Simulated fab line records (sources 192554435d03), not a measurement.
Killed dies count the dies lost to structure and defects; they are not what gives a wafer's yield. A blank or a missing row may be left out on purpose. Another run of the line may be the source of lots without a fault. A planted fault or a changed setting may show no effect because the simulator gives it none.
Split-lot study | flow n5Finfet | 39 wafers read from 7 lots, route of 1938 steps

THE SPLIT
At N5_BEOL_M15_ILD_DEP_00 (deposits SiO2 from TEOS/O2, target thk 1629.3 nm, time 346.1 s), the setting targetThkA was moved away from the recipe's 16293 angstrom on 15 of the 39 wafers read, by -34.9% to +45.7%. This setting was run at the recipe's value on the other wafers.

FROM THE SPLIT TO THE READING: what the file shows between them, 10 steps
- N5_BEOL_M15_THK_MEAS_01
- N5_BEOL_M15_COAT_58: time 60 s, resist thk 89 nm
- N5_BEOL_M15_COAT_04: resist thk 800 nm
- N5_BEOL_M15_DESCUM_15: chemistry O2, time 7.9 s
- N5_BEOL_M15_ETCH_59: etches BARC in N2/H2, target depth 89 nm, overetch 26.7 nm, time 67.9 s
- N5_BEOL_M15_VIA_ETCH_16: etches SiO2 in C4F8/O2/Ar, target depth 1792.2 nm
- N5_BEOL_M15_STRIP_63: strips in O2
- N5_BEOL_M15_STRIP_64: strips in O2
- N5_BEOL_M15_STRIP_65: strips in post etch residue remover, time 60 s
- N5_BEOL_M15_SRD_66: time 30 s, dry time 30 s

THE READING
cdNm (nm) at N5_BEOL_M15_CD_MEAS_17, where the cd target is 360 nm. Fault-free wafers of this fab line usually give 361.9 nm, standard deviation 1.5 nm.

wafer  | tool, chamber at the split | targetThkA as run, angstrom | against the recipe | cdNm, nm | against lot-mates on the recipe
L075.1 | pecvd-01, 0                | 16293                       | recipe             | 363.7    | -
L075.2 | pecvd-01, 1                | 16293                       | recipe             | 363.1    | -
L075.3 | pecvd-01, 2                | 16293                       | recipe             | 361.9    | -
L075.4 | pecvd-01, 2                | 16293                       | recipe             | 362.8    | -
L075.5 | pecvd-01, 0                | 16293                       | recipe             | 363.9    | -
L075.6 | pecvd-01, 1                | 16293                       | recipe             | 362.4    | -
L078.1 | pecvd-04, 1                | 11780                       | -27.7%             | 357.9    | -4.0
L078.2 | pecvd-04, 0                | 16293                       | recipe             | 361.9    | -
L078.3 | pecvd-04, 2                | 16293                       | recipe             | 362.5    | -
L078.4 | pecvd-04, 2                | 16293                       | recipe             | 361.4    | -
L078.5 | pecvd-04, 0                | 11780                       | -27.7%             | 358.1    | -3.8
L078.6 | pecvd-04, 1                | 11780                       | -27.7%             | 357.7    | -4.2
L080.1 | pecvd-02, 0                | 16293                       | recipe             | 359.7    | -
L080.5 | pecvd-02, 2,1              | 16293                       | recipe             | 361.6    | -
L080.6 | pecvd-02, 2,1              | 16293                       | recipe             | 361.2    | -
L081.1 | pecvd-04, 0                | 20910                       | +28.3%             | 369.2    | +6.0
L081.2 | pecvd-04, 2                | 16293                       | recipe             | 362.0    | -
L081.3 | pecvd-04, 1                | 20910                       | +28.3%             | 368.3    | +5.1
L081.4 | pecvd-04, 1                | 16293                       | recipe             | 363.1    | -
L081.5 | pecvd-04, 2                | 16293                       | recipe             | 364.5    | -
L081.6 | pecvd-04, 0                | 20910                       | +28.3%             | 368.7    | +5.5
L083.1 | pecvd-01, 0                | 16293                       | recipe             | 361.8    | -
L083.2 | pecvd-01, 2                | 23740                       | +45.7%             | 369.3    | +7.2
L083.3 | pecvd-01, 2                | 23740                       | +45.7%             | 369.7    | +7.6
L083.4 | pecvd-01, 0                | 16293                       | recipe             | 361.9    | -
L083.5 | pecvd-01, 0                | 23740                       | +45.7%             | 368.1    | +6.0
L083.6 | pecvd-01, 2                | 16293                       | recipe             | 362.6    | -
L091.1 | pecvd-04, 1                | 16293                       | recipe             | 362.7    | -
L091.2 | pecvd-04, 2                | 12590                       | -22.7%             | 359.5    | -3.2
L091.3 | pecvd-04, 0                | 16293                       | recipe             | 361.7    | -
L091.4 | pecvd-04, 0                | 16293                       | recipe             | 363.7    | -
L091.5 | pecvd-04, 1                | 12590                       | -22.7%             | 357.7    | -5.0
L091.6 | pecvd-04, 2                | 12590                       | -22.7%             | 360.1    | -2.6
L093.1 | pecvd-02, 2                | 16293                       | recipe             | 362.8    | -
L093.2 | pecvd-02, 1                | 16293                       | recipe             | 364.3    | -
L093.3 | pecvd-02, 0                | 16293                       | recipe             | 364.0    | -
L093.4 | pecvd-02, 0                | 10600                       | -34.9%             | 359.2    | -4.5
L093.5 | pecvd-02, 1                | 10600                       | -34.9%             | 358.8    | -4.9
L093.6 | pecvd-02, 2                | 10600                       | -34.9%             | 359.0    | -4.7
The file does not say which wafer passed through which chamber wherever a row lists several chambers: such a row stands for several wafers.

FIT RESULTS
A straight line over all 39 wafers: cdNm changes by +0.149 nm for each +1% of targetThkA; r = +0.93; the points scatter about the line by 1.2 nm.
The same after taking each lot's own level away (the mean of its wafers on the recipe; 39 wafers): +0.154 nm for each +1%; r = +0.97; scatter 0.78 nm.
The reading moves by 7.1 nm for the largest change in targetThkA, on that fit.
The lots' own levels span 360.83 to 363.70 nm, that is 1.9 times the standard deviation above.
So the lot-to-lot level changes the slope little: the two slopes agree.
Check: with one of the wafers moved furthest among these (+45.7%) left out of the fit, the line predicts +7.2 nm for it against its lot-mates. It came out at +7.2 nm against them.

THE OTHER SPLITS THESE WAFERS WENT THROUGH
These wafers also went through other splits before the reading. Each is held against what the fit with the lots' levels taken away leaves over:
other split on the same wafers | wafers away from the commonest value | r with cdNm (lot level and that fit taken away)
N5_BEOL_M13_ETCH_59 timeS      | 15                                   | -0.02

THE WHOLE CHAIN: every reading that the file lists as answering this split, in the file's order
step                    | what it does                                                   | reading                                                                            | change (the file's fit)               | r (the file's)
N5_BEOL_M15_ILD_DEP_00  | deposits SiO2 from TEOS/O2, target thk 1629.3 nm, time 346.1 s | SiO2_of_BEOL_M15_ILD_DEP_00.thkNm (the simulator's own value, which no gauge read) | +16.3 nm for each +1% of the setting  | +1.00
N5_BEOL_M15_THK_MEAS_01 |                                                                | M15_ILD_THK                                                                        | +16.3 for each +1% of the setting     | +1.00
N5_BEOL_M15_VIA_ETCH_16 | etches SiO2 in C4F8/O2/Ar, target depth 1792.2 nm              | etch.depthNm (the simulator's own value, which no gauge read)                      | +16.3 nm for each +1% of the setting  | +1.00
N5_BEOL_M15_VIA_ETCH_16 | etches SiO2 in C4F8/O2/Ar, target depth 1792.2 nm              | coat_of_BEOL_M15_COAT_04.thkNm (the simulator's own value, which no gauge read)    | -3.85 nm for each +1% of the setting  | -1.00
N5_BEOL_M15_CD_MEAS_17  | target cd 360 nm                                               | cdNm                                                                               | +0.154 nm for each +1% of the setting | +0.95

FILE'S OWN FIT
cdNm changes by +0.154 nm for each +1% of targetThkA, r = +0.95.
